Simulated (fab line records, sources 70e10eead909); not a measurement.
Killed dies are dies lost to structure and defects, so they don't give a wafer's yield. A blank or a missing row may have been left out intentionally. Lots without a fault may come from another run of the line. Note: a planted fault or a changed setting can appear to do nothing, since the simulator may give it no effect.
Matching of chambers    flow nandHarc    aldHk-02 running NHARC_A_WL_FILL_ALD_10: 4 sister chambers
The step deposits SiO2, target thk 50 nm, pulse time 10 s, ald cycles 500. 16 wafers are shown with their chamber, then 8 later ones without.

WAFERS PAIRED WITH THEIR CHAMBERS
wafer   chamber  heaterPowerW (W)  precursorPulseHeightRel
L075.1  2        489               0.978
L075.3  1        426               1.045
L075.2  0        570               1.040
L076.2  0        551               1.016
L076.3  3        447               0.984
L076.6  0        560               0.995
L076.1  1        433               0.986
L076.4  2        489               1.022
L076.5  3        459               0.996
L082.2  0        543               1.004
L082.3  2        488               1.007
L082.4  3        458               0.981
L083.2  0        556               1.011
L083.4  3        472               1.017
L083.6  2        506               1.023
L087.1  3        463               1.018

SIGNATURES, as means of the wafers listed above
reading                  chamber 0  chamber 1  chamber 2  chamber 3  scatter within a chamber
heaterPowerW             556.00     429.50     493.00     459.80     9.05
precursorPulseHeightRel  1.01320    1.01550    1.00750    0.99920    0.0213
Rule: for each reading, subtract the chamber's mean from the wafer's reading, divide by that reading's scatter and square the result; add these up over the readings and take the root, which gives the wafer's distance from the chamber. If the next closest chamber is less than 2 further off than the closest, the wafer can't be placed; otherwise it belongs to the closest. The scatter: take each reading less its chamber's mean, square it, sum over the shown wafers, divide by the number of wafers less the number of chambers, and take the root.

WAFERS WITHOUT THEIR CHAMBER
wafer   heaterPowerW (W)  precursorPulseHeightRel
L087.4  487               1.007
L087.6  457               0.999
L091.1  455               1.011
L091.4  552               1.041
L091.6  500               0.971
L097.2  464               1.016
L097.5  493               1.011
L097.6  460               1.007

WHICH CHAMBER EACH ONE RAN IN
wafer   from the rows above  in truth
L087.4  2                    2
L087.6  3                    3
L091.1  3                    3
L091.4  0                    0
L091.6  2                    2
L097.2  3                    3
L097.5  2                    2
L097.6  3                    3
Correct placement for 8 of the 8. Can't be placed from these rows: 0. Wrongly placed: 0.
